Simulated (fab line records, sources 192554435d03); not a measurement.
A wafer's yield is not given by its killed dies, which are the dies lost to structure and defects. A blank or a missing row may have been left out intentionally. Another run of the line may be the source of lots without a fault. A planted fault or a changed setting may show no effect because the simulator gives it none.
Chamber matching / flow n5 finfet / 4 sister chambers for N5_GATE_CUT_ETCH_19 on rie diel-06
The step etches SiNx in CH3F/O2, target depth 53.7 nm, time 76.7 s. 20 wafers are shown with their chamber, then 10 later ones without.

EACH WAFER AND ITS CHAMBER
wafer=L075.1; chamber=3; throttle valve pct (%)=16.59; drypump motor current A (A)=5.2; showerhead plenum p Torr (Torr)=2.09
wafer=L075.3; chamber=2; throttle valve pct (%)=16.73; drypump motor current A (A)=6.2; showerhead plenum p Torr (Torr)=2.01
wafer=L075.4; chamber=0; throttle valve pct (%)=16.84; drypump motor current A (A)=5.6; showerhead plenum p Torr (Torr)=1.99
wafer=L076.1; chamber=0; throttle valve pct (%)=16.87; drypump motor current A (A)=5.6; showerhead plenum p Torr (Torr)=1.99
wafer=L076.4; chamber=1; throttle valve pct (%)=15.87; drypump motor current A (A)=5.5; showerhead plenum p Torr (Torr)=1.99
wafer=L076.6; chamber=2; throttle valve pct (%)=16.72; drypump motor current A (A)=6.2; showerhead plenum p Torr (Torr)=2.01
wafer=L080.2; chamber=1; throttle valve pct (%)=15.88; drypump motor current A (A)=5.5; showerhead plenum p Torr (Torr)=1.99
wafer=L080.3; chamber=2; throttle valve pct (%)=16.76; drypump motor current A (A)=6.2; showerhead plenum p Torr (Torr)=2.01
wafer=L080.4; chamber=3; throttle valve pct (%)=16.63; drypump motor current A (A)=5.2; showerhead plenum p Torr (Torr)=2.08
wafer=L081.3; chamber=3; throttle valve pct (%)=16.63; drypump motor current A (A)=5.2; showerhead plenum p Torr (Torr)=2.08
wafer=L081.4; chamber=0; throttle valve pct (%)=16.87; drypump motor current A (A)=5.7; showerhead plenum p Torr (Torr)=1.99
wafer=L081.5; chamber=2; throttle valve pct (%)=16.75; drypump motor current A (A)=6.2; showerhead plenum p Torr (Torr)=2.00
wafer=L084.1; chamber=3; throttle valve pct (%)=16.63; drypump motor current A (A)=5.2; showerhead plenum p Torr (Torr)=2.08
wafer=L084.2; chamber=0; throttle valve pct (%)=16.89; drypump motor current A (A)=5.6; showerhead plenum p Torr (Torr)=1.98
wafer=L084.3; chamber=1; throttle valve pct (%)=15.89; drypump motor current A (A)=5.5; showerhead plenum p Torr (Torr)=1.98
wafer=L086.1; chamber=3; throttle valve pct (%)=16.64; drypump motor current A (A)=5.3; showerhead plenum p Torr (Torr)=2.08
wafer=L086.2; chamber=1; throttle valve pct (%)=15.90; drypump motor current A (A)=5.5; showerhead plenum p Torr (Torr)=1.98
wafer=L086.4; chamber=2; throttle valve pct (%)=16.77; drypump motor current A (A)=6.2; showerhead plenum p Torr (Torr)=2.00
wafer=L088.1; chamber=0; throttle valve pct (%)=16.89; drypump motor current A (A)=5.7; showerhead plenum p Torr (Torr)=1.98
wafer=L088.3; chamber=2; throttle valve pct (%)=16.76; drypump motor current A (A)=6.2; showerhead plenum p Torr (Torr)=2.00

SIGNATURES (means of the wafers above)
reading=throttle valve pct; chamber 0=16.8720; chamber 1=15.8850; chamber 2=16.7483; chamber 3=16.6240; scatter within a chamber=0.0187
reading=drypump motor current A; chamber 0=5.640; chamber 1=5.500; chamber 2=6.200; chamber 3=5.220; scatter within a chamber=0.0354
reading=showerhead plenum p Torr; chamber 0=1.9860; chamber 1=1.9850; chamber 2=2.0050; chamber 3=2.0820; scatter within a chamber=0.0053
Rule: for a wafer and a chamber, the distance is found by dividing, reading by reading, the gap between the wafer's reading and the chamber's mean by the reading's scatter, squaring, summing and taking the root. If the next closest chamber is less than 2 further off than the closest, the wafer can't be placed; otherwise it belongs to the closest. The scatter: take each reading less its chamber's mean, square it, sum over the shown wafers, divide by the number of wafers less the number of chambers, and take the root.

WAFERS WHOSE CHAMBER IS MISSING
wafer=L088.4; throttle valve pct (%)=15.91; drypump motor current A (A)=5.5; showerhead plenum p Torr (Torr)=1.98
wafer=L089.1; throttle valve pct (%)=16.67; drypump motor current A (A)=5.2; showerhead plenum p Torr (Torr)=2.08
wafer=L089.3; throttle valve pct (%)=15.92; drypump motor current A (A)=5.5; showerhead plenum p Torr (Torr)=1.98
wafer=L089.6; throttle valve pct (%)=16.65; drypump motor current A (A)=5.2; showerhead plenum p Torr (Torr)=2.08
wafer=L094.1; throttle valve pct (%)=16.67; drypump motor current A (A)=5.2; showerhead plenum p Torr (Torr)=2.07
wafer=L094.2; throttle valve pct (%)=15.93; drypump motor current A (A)=5.5; showerhead plenum p Torr (Torr)=1.98
wafer=L094.5; throttle valve pct (%)=16.41; drypump motor current A (A)=5.6; showerhead plenum p Torr (Torr)=1.98
wafer=L095.2; throttle valve pct (%)=16.40; drypump motor current A (A)=5.6; showerhead plenum p Torr (Torr)=1.98
wafer=L095.3; throttle valve pct (%)=16.66; drypump motor current A (A)=5.2; showerhead plenum p Torr (Torr)=2.07
wafer=L095.4; throttle valve pct (%)=15.92; drypump motor current A (A)=5.5; showerhead plenum p Torr (Torr)=1.98

CHAMBER TAKEN BY EACH
wafer=L088.4; from the rows above=1; in truth=1
wafer=L089.1; from the rows above=3; in truth=3
wafer=L089.3; from the rows above=1; in truth=1
wafer=L089.6; from the rows above=3; in truth=3
wafer=L094.1; from the rows above=3; in truth=3
wafer=L094.2; from the rows above=1; in truth=1
wafer=L094.5; from the rows above=can't be placed: 0 or 3 or 2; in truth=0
wafer=L095.2; from the rows above=can't be placed: 3 or 0 or 2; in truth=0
wafer=L095.3; from the rows above=3; in truth=3
wafer=L095.4; from the rows above=1; in truth=1
Correctly placed: 8 of 10. Can't be placed from these rows: 2 (the true chamber is among the candidates in 2). Number placed wrongly: 0.
